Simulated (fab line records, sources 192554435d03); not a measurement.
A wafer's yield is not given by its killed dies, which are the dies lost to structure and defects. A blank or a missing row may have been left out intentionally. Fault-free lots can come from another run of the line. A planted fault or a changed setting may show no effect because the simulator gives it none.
Matching of chambers + flow n5-finfet + N5_BEOL_M3_ALD_98 on ald-sin-04 has 3 sister chambers
The step deposits SiO2, target thk 2.5 nm, pulse time 1 s, co reactant pulse time 1 s. 14 wafers are shown with their chamber, then 7 later ones without.

## EACH WAFER AND ITS CHAMBER
| wafer  | chamber | heater-power-w (W) | precursor-pulse-height-rel |
|--------|---------|--------------------|----------------------------|
| L297.1 | 0       | 66                 | 0.979                      |
| L297.4 | 2       | 60                 | 1.018                      |
| L297.6 | 2       | 60                 | 1.019                      |
| L298.2 | 1       | 76                 | 1.003                      |
| L298.3 | 2       | 60                 | 0.962                      |
| L298.5 | 1       | 76                 | 0.977                      |
| L300.2 | 1       | 76                 | 0.989                      |
| L300.4 | 2       | 60                 | 1.017                      |
| L300.6 | 2       | 61                 | 1.016                      |
| L299.1 | 2       | 61                 | 0.984                      |
| L299.2 | 1       | 75                 | 0.991                      |
| L299.5 | 2       | 61                 | 0.964                      |
| L302.3 | 0       | 68                 | 0.990                      |
| L302.5 | 1       | 77                 | 1.003                      |

SIGNATURES (averages over the wafers above)
| reading                    | chamber 0 | chamber 1 | chamber 2 | scatter within a chamber |
|----------------------------|-----------|-----------|-----------|--------------------------|
| heater-power-w             | 67.00     | 76.00     | 60.43     | 0.721                    |
| precursor-pulse-height-rel | 0.98450   | 0.99260   | 0.99714   | 0.0207                   |
Rule: a wafer lies at a distance from a chamber equal to the root of the sum of squares, over the readings, of (its reading less the chamber's mean, divided by the reading's scatter). If the next closest chamber is less than 2 further off than the closest, the wafer can't be placed; otherwise it belongs to the closest. The scatter: the root of (the sum of the squares of (reading less its chamber's mean) over the shown wafers, divided by (wafers less chambers)).

## WAFERS MISSING THEIR CHAMBER
| wafer  | heater-power-w (W) | precursor-pulse-height-rel |
|--------|--------------------|----------------------------|
| L302.6 | 67                 | 1.021                      |
| L314.2 | 76                 | 1.007                      |
| L314.5 | 76                 | 1.033                      |
| L314.6 | 61                 | 0.982                      |
| L318.1 | 61                 | 1.043                      |
| L318.2 | 71                 | 1.028                      |
| L318.5 | 64                 | 0.989                      |

## EACH ONE'S CHAMBER
| wafer  | from the rows above     | in truth |
|--------|-------------------------|----------|
| L302.6 | 0                       | 0        |
| L314.2 | 1                       | 1        |
| L314.5 | 1                       | 1        |
| L314.6 | 2                       | 2        |
| L318.1 | 2                       | 2        |
| L318.2 | can't be placed: 0 or 1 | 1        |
| L318.5 | can't be placed: 0 or 2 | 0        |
Correct placement for 5 of the 7. Can't be placed from these rows: 2 (the true chamber is among the candidates in 2). Wrongly placed: 0.
